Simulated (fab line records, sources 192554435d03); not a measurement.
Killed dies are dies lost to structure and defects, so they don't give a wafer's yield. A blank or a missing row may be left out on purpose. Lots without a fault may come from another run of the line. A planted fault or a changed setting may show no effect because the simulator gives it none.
Chamber matching | flow n5_finfet | N5_WELL_APT_DESCUM_13 on rie_diel-06: 4 sister chambers
The step chemistry O2, time 7.9 s. 27 wafers are shown with their chamber, then 12 later ones without.

WAFERS WITH THEIR CHAMBER
wafer  | chamber | throttle_valve_pct (%) | drypump_motor_current_A (A) | showerhead_plenum_p_Torr (Torr)
L077.2 | 2       | 20.56                  | 5.4                         | 2.17
L077.5 | 1       | 20.26                  | 5.4                         | 2.05
L077.6 | 2       | 20.55                  | 5.3                         | 2.17
L078.1 | 2       | 20.56                  | 5.3                         | 2.17
L078.2 | 0       | 20.43                  | 6.5                         | 2.04
L078.3 | 1       | 20.24                  | 5.4                         | 2.05
L078.4 | 3       | 20.84                  | 5.5                         | 2.05
L078.5 | 2       | 20.56                  | 5.3                         | 2.17
L078.6 | 3       | 20.84                  | 5.5                         | 2.05
L080.2 | 2       | 20.55                  | 5.3                         | 2.17
L080.5 | 2       | 20.57                  | 5.4                         | 2.17
L080.6 | 1       | 20.25                  | 5.5                         | 2.04
L081.1 | 2       | 20.57                  | 5.4                         | 2.17
L081.4 | 3       | 20.84                  | 5.5                         | 2.04
L081.5 | 1       | 20.26                  | 5.4                         | 2.04
L083.3 | 1       | 20.25                  | 5.4                         | 2.04
L083.5 | 3       | 20.86                  | 5.5                         | 2.04
L083.6 | 0       | 20.46                  | 6.5                         | 2.03
L085.2 | 0       | 20.47                  | 6.5                         | 2.04
L085.3 | 3       | 20.86                  | 5.5                         | 2.04
L085.4 | 1       | 20.26                  | 5.4                         | 2.04
L086.1 | 0       | 20.46                  | 6.5                         | 2.03
L086.5 | 0       | 20.47                  | 6.5                         | 2.03
L086.6 | 3       | 20.85                  | 5.6                         | 2.04
L087.1 | 2       | 20.58                  | 5.3                         | 2.16
L087.3 | 3       | 20.87                  | 5.5                         | 2.04
L087.6 | 1       | 20.26                  | 5.5                         | 2.04

SIGNATURES (means of the wafers above)
reading                  | chamber 0 | chamber 1 | chamber 2 | chamber 3 | scatter within a chamber
throttle_valve_pct       | 20.4580   | 20.2543   | 20.5625   | 20.8514   | 0.0116
drypump_motor_current_A  | 6.500     | 5.429     | 5.338     | 5.514     | 0.0425
showerhead_plenum_p_Torr | 2.0340    | 2.0429    | 2.1688    | 2.0429    | 0.00463
Rule: a wafer's distance from a chamber is the root of the sum, over the readings, of the square of ((its reading less the chamber's mean) divided by the reading's scatter). The wafer belongs to the nearest chamber; if the next one is less than 2 further off, it can't be placed. The scatter: the root of (the sum of the squares of (reading less its chamber's mean) over the shown wafers, divided by (wafers less chambers)).

WAFERS WITHOUT THEIR CHAMBER
wafer  | throttle_valve_pct (%) | drypump_motor_current_A (A) | showerhead_plenum_p_Torr (Torr)
L088.1 | 20.87                  | 5.5                         | 2.04
L088.5 | 20.27                  | 5.5                         | 2.04
L088.6 | 20.60                  | 5.4                         | 2.16
L094.1 | 20.51                  | 6.5                         | 2.03
L094.5 | 20.48                  | 6.5                         | 2.03
L094.6 | 20.59                  | 5.4                         | 2.16
L096.1 | 20.45                  | 5.5                         | 2.04
L096.2 | 20.50                  | 6.5                         | 2.03
L096.4 | 20.61                  | 5.4                         | 2.16
L097.2 | 19.85                  | 5.5                         | 2.04
L097.3 | 20.45                  | 5.5                         | 2.04
L097.5 | 19.88                  | 5.5                         | 2.04

WHICH CHAMBER EACH WENT THROUGH
wafer  | from the rows above | in truth
L088.1 | 3                   | 3
L088.5 | 1                   | 1
L088.6 | 2                   | 2
L094.1 | 0                   | 0
L094.5 | 0                   | 0
L094.6 | 2                   | 2
L096.1 | 1                   | 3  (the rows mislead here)
L096.2 | 0                   | 0
L096.4 | 2                   | 2
L097.2 | 1                   | 1
L097.3 | 1                   | 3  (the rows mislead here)
L097.5 | 1                   | 1
Placed correctly: 10 of 12. Can't be placed from these rows: 0. Placed wrongly: 2.
